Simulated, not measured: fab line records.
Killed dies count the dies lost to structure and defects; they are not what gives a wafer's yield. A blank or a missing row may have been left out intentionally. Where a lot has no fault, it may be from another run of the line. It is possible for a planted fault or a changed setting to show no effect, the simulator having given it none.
Chamber matching :: flow n5_finfet :: N5_BEOL_M5_PECVD_70 on pecvd-02: 3 sister chambers
The step deposits SiO2 from TEOS/O2, target thk 16 nm, time 18 s. 6 wafers are shown with their chamber, then 11 later ones without.

## WAFERS, EACH WITH ITS CHAMBER
wafer: L076.4
chamber: 0
throttle_valve_pct (%): 22.9
heater_power_w (W): 805

wafer: L078.3
chamber: 0
throttle_valve_pct (%): 23.0
heater_power_w (W): 800

wafer: L088.2
chamber: 1
throttle_valve_pct (%): 21.4
heater_power_w (W): 612

wafer: L088.3
chamber: 2
throttle_valve_pct (%): 21.0
heater_power_w (W): 734

wafer: L088.5
chamber: 1
throttle_valve_pct (%): 21.6
heater_power_w (W): 609

wafer: L090.3
chamber: 2
throttle_valve_pct (%): 21.1
heater_power_w (W): 701

## WAFERS WITHOUT THEIR CHAMBER
wafer: L090.5
throttle_valve_pct (%): 21.5
heater_power_w (W): 685

wafer: L090.6
throttle_valve_pct (%): 22.0
heater_power_w (W): 638

wafer: L093.1
throttle_valve_pct (%): 21.4
heater_power_w (W): 627

wafer: L093.3
throttle_valve_pct (%): 21.4
heater_power_w (W): 749

wafer: L093.6
throttle_valve_pct (%): 22.9
heater_power_w (W): 810

wafer: L094.2
throttle_valve_pct (%): 21.6
heater_power_w (W): 732

wafer: L094.3
throttle_valve_pct (%): 22.7
heater_power_w (W): 830

wafer: L094.5
throttle_valve_pct (%): 22.7
heater_power_w (W): 809

wafer: L096.3
throttle_valve_pct (%): 21.7
heater_power_w (W): 689

wafer: L096.4
throttle_valve_pct (%): 21.8
heater_power_w (W): 630

wafer: L096.5
throttle_valve_pct (%): 22.8
heater_power_w (W): 787

## THE CHAMBER EACH PASSED THROUGH
wafer: L090.5
from the rows above: can't be placed: 2 or 1
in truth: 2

wafer: L090.6
from the rows above: 1
in truth: 1

wafer: L093.1
from the rows above: 1
in truth: 1

wafer: L093.3
from the rows above: 2
in truth: 2

wafer: L093.6
from the rows above: 0
in truth: 0

wafer: L094.2
from the rows above: 2
in truth: 2

wafer: L094.3
from the rows above: 0
in truth: 0

wafer: L094.5
from the rows above: 0
in truth: 0

wafer: L096.3
from the rows above: can't be placed: 1 or 2
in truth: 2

wafer: L096.4
from the rows above: 1
in truth: 1

wafer: L096.5
from the rows above: 0
in truth: 0
Correctly placed: 9 of 11. From these rows, 2 cannot be placed; in 2 the true chamber is one of the candidates. Placed wrongly: 0.
How it was worked out, from the rows above alone: a wafer's distance from a chamber is the root of the sum, over the readings, of the square of ((its reading less the chamber's mean) divided by the reading's scatter). The wafer belongs to the nearest chamber; if the next one is less than 2 further off, it can't be placed. Each chamber's mean is taken over the wafers shown for it. The scatter: take each reading less its chamber's mean, square it, sum over the shown wafers, divide by the number of wafers less the number of chambers, and take the root.
